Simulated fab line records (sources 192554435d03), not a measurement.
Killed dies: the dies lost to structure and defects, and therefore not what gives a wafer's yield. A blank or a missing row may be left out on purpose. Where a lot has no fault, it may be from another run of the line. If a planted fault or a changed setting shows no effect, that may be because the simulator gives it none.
8D (eight disciplines) problem report, filled in by code ; flow n5 finfet ; the parts of the form that need people (team, actions taken, sign-off) are left out

1. WHAT WENT WRONG
Wafers without a fault read 148.4 nm, standard deviation 1.8; trench depth nm at N5_BEOL_M10_OCD_MEAS_38 reads a mean of 178.4 nm on 2 wafers belonging to 2 lots. That is +17 standard deviations from the usual mean.
First seen on wafer L565.4, day 13 12:14, on ocd-02. At this step, 26 wafers from 9 lots have a number in the record. The rule behind "out" and "out of limits": a value lying over 4 standard deviations away from the usual mean. The rest of the wafers with a number are treated as sound.

2. WHAT THIS IS AND IS NOT
question;is;is not
which readings at this step;trench depth nm;-
which lots;L565, L567;L553, L556, L561, L562, L566, L575, L576
which wafers of those lots;L565.4, L567.6;L565.1, L565.3, L567.3, L567.5
read on which gauges;ocd-01, ocd-02;-
when;from day 13 12:14;"up to then (13 sound wafers); but 11 sound wafers of L566, L567, L575, L576 came after"

3. WHAT RULES OUT EACH SUSPECT
Counting: a tool at a process step up to the reading stays a suspect if it ran every lot that is out. Sound lots after the first of them don't rule it out here, since some wafers of a struck lot are sound.
- the gauge at N5_BEOL_M10_OCD_MEAS_38 has been ruled out. Those wafers that are out were read across 2 gauges (ocd-01, ocd-02).
- rie diel-06 at N5_BEOL_M10_TRENCH_ETCH_37 (etches SiCOH lowk in C4F6/O2, target depth 148.83 nm, time 48 s): kept. It ran every lot that is out, first L565 (day 13 12:03); its last sound lot up to then is L562 (day 12 04:29). Its own readings are out on those wafers: oes_ar_750_au, oes_f_703_au, oes_o_777_au, rf fwd power W, rf vpp V.
- rie diel-06, N5_BEOL_M10_TRENCH_ETCH_37: wafers that are out in chamber 0, sound lot-mates in chambers 1, 2, 3.
The count leaves rie diel-06 at N5_BEOL_M10_TRENCH_ETCH_37.

4. THE CAUSE (what the simulator had put in)
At N5_BEOL_M10_TRENCH_ETCH_37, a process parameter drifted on rie diel-06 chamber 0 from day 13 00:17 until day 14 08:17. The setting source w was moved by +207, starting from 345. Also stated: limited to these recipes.
The count eliminated every tool but this one.

5. SEQUENCE OF EFFECTS, ordered by route
Each row: a reading whose mean over the struck wafers that have a number lies more than 3 standard deviations from the usual. Only readings for which the record gives a usual standard deviation are gone through. hours: the time from each lot's start at the first step in this table that gives one to its start at this step, as a median over the lots. sigmas: the change in usual standard deviations.
hours;step;reading;usual;on struck wafers;change;sigmas
0;N5_BEOL_M10_TRENCH_ETCH_37;oes_ar_750_au;0.81 a.u.;1.08;+0.27;+5.4
0;N5_BEOL_M10_TRENCH_ETCH_37;oes_f_703_au;0.82 a.u.;1.45;+0.63;+12
0;N5_BEOL_M10_TRENCH_ETCH_37;oes_o_777_au;0.82 a.u.;1.35;+0.54;+11
0;N5_BEOL_M10_TRENCH_ETCH_37;rf fwd power W;341.5 W;549.9;+208.4;+99 or more
0;N5_BEOL_M10_TRENCH_ETCH_37;rf vpp V;664 V;532;-132;-19
0;N5_BEOL_M10_OCD_MEAS_38;trench depth nm;148.4 nm;178.4;+30.0;+17
2;N5_BEOL_M10_THK_MEAS_53;M10_THK;135.4 nm;164.5;+29.1;+14
3;N5_BEOL_M10_RS_MEAS_57;M10_RS;0.1513 ohm/sq;0.1220;-0.0293;-11
The process steps in it:
- N5_BEOL_M10_TRENCH_ETCH_37: etches SiCOH lowk in C4F6/O2, target depth 148.83 nm, time 48 s.

6. WHAT WOULD HAVE CAUGHT IT SOONER
In this record the first reading out of limits at a measuring or inspecting step was taken at day 13 12:14, 12 hours after the fault began at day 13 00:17.
The tool's own readings at N5_BEOL_M10_TRENCH_ETCH_37 were out on every struck wafer that the step has a row for (oes_ar_750_au, oes_f_703_au, oes_o_777_au, rf fwd power W, rf vpp V): an alarm limit on them would have fired on the first of those.
Among the 2 lots that are out, L567 began N5_BEOL_M10_TRENCH_ETCH_37 on rie diel-06 after day 13 12:14. A tool hold placed at that time would have kept it from harm.
